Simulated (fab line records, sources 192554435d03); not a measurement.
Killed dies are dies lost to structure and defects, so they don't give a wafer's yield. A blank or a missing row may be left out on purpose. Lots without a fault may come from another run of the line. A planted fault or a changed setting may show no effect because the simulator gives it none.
Chamber matching | flow n5_finfet | N5_BEOL_M7_STRIP_36 on rie_diel-02: 4 sister chambers
The step strips in N2/H2. 4 wafers are shown with their chamber, then 7 later ones without.

WAFERS WITH THEIR CHAMBER
wafer  | chamber | drypump_motor_current_A (A)
L875.6 | 0       | 5.2
L880.2 | 1       | 6.3
L882.2 | 3       | 5.9
L882.3 | 2       | 5.1

WAFERS WITHOUT THEIR CHAMBER
wafer  | drypump_motor_current_A (A)
L882.5 | 6.2
L883.2 | 5.2
L883.4 | 6.3
L883.6 | 5.1
L887.1 | 5.9
L887.3 | 5.2
L887.5 | 6.3

WHICH CHAMBER EACH WENT THROUGH
wafer  | from the rows above | in truth
L882.5 | 1                   | 1
L883.2 | 0                   | 0
L883.4 | 1                   | 1
L883.6 | 2                   | 2
L887.1 | 3                   | 3
L887.3 | 0                   | 0
L887.5 | 1                   | 1
Placed correctly: 7 of 7. Can't be placed from these rows: 0. Placed wrongly: 0.
How it was worked out, from the rows above alone: a wafer's distance from a chamber is the root of the sum, over the readings, of the square of ((its reading less the chamber's mean) divided by the reading's scatter). The wafer belongs to the nearest chamber; if the next one is less than 2 further off, it can't be placed. A chamber's mean is the mean of its shown wafers. The scatter: with one shown wafer a chamber, the root of the mean of the squares of how far each hidden wafer lies from its nearest shown one.
